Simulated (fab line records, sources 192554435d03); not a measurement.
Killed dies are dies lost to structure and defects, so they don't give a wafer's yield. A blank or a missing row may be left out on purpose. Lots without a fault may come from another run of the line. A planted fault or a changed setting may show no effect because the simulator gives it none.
Chamber matching | flow n5_finfet | N5_HKMG_FIN_DESCUM_53 on rie_diel-03: 4 sister chambers
The step chemistry O2, time 7.9 s. 20 wafers are shown with their chamber, then 10 later ones without.

WAFERS WITH THEIR CHAMBER
wafer  | chamber | showerhead_plenum_p_Torr (Torr) | throttle_valve_pct (%) | drypump_motor_current_A (A)
L075.1 | 3       | 2.10                            | 20.30                  | 6.4
L075.3 | 0       | 1.97                            | 20.23                  | 5.7
L075.6 | 1       | 2.22                            | 20.37                  | 5.5
L076.2 | 2       | 2.01                            | 20.76                  | 5.6
L076.3 | 0       | 1.97                            | 20.23                  | 5.7
L076.5 | 3       | 2.10                            | 20.30                  | 6.5
L078.1 | 3       | 2.10                            | 20.30                  | 6.4
L078.4 | 0       | 1.97                            | 20.24                  | 5.6
L078.6 | 0       | 1.97                            | 20.24                  | 5.6
L085.2 | 3       | 2.10                            | 20.33                  | 6.5
L085.4 | 1       | 2.21                            | 20.41                  | 5.4
L085.6 | 3       | 2.10                            | 20.33                  | 6.4
L086.2 | 2       | 2.00                            | 20.79                  | 5.7
L086.4 | 2       | 2.00                            | 20.79                  | 5.7
L086.5 | 1       | 2.21                            | 20.39                  | 5.5
L088.1 | 2       | 2.00                            | 20.81                  | 5.7
L088.2 | 3       | 2.10                            | 20.34                  | 6.5
L088.5 | 2       | 2.00                            | 20.81                  | 5.7
L089.1 | 2       | 2.00                            | 20.79                  | 5.7
L089.2 | 3       | 2.09                            | 20.35                  | 6.4

SIGNATURES (means of the wafers above)
reading                  | chamber 0 | chamber 1 | chamber 2 | chamber 3 | scatter within a chamber
showerhead_plenum_p_Torr | 1.9700    | 2.2133    | 2.0017    | 2.0986    | 0.00384
throttle_valve_pct       | 20.2350   | 20.3900   | 20.7917   | 20.3214   | 0.0181
drypump_motor_current_A  | 5.650     | 5.467     | 5.683     | 6.443     | 0.0513
Rule: a wafer's distance from a chamber is the root of the sum, over the readings, of the square of ((its reading less the chamber's mean) divided by the reading's scatter). The wafer belongs to the nearest chamber; if the next one is less than 2 further off, it can't be placed. The scatter: the root of (the sum of the squares of (reading less its chamber's mean) over the shown wafers, divided by (wafers less chambers)).

WAFERS WITHOUT THEIR CHAMBER
wafer  | showerhead_plenum_p_Torr (Torr) | throttle_valve_pct (%) | drypump_motor_current_A (A)
L089.4 | 2.00                            | 20.80                  | 5.7
L090.1 | 2.21                            | 20.40                  | 5.4
L090.4 | 2.09                            | 20.35                  | 6.4
L090.6 | 2.21                            | 20.42                  | 5.4
L094.3 | 2.22                            | 20.02                  | 5.6
L094.4 | 2.21                            | 20.42                  | 5.5
L094.5 | 2.00                            | 20.84                  | 5.7
L096.1 | 2.22                            | 20.01                  | 5.7
L096.3 | 2.09                            | 20.37                  | 6.4
L096.4 | 2.09                            | 20.37                  | 6.4

WHICH CHAMBER EACH WENT THROUGH
wafer  | from the rows above | in truth
L089.4 | 2                   | 2
L090.1 | 1                   | 1
L090.4 | 3                   | 3
L090.6 | 1                   | 1
L094.3 | 1                   | 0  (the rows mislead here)
L094.4 | 1                   | 1
L094.5 | 2                   | 2
L096.1 | 1                   | 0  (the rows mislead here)
L096.3 | 3                   | 3
L096.4 | 3                   | 3
Placed correctly: 8 of 10. Can't be placed from these rows: 0. Placed wrongly: 2.
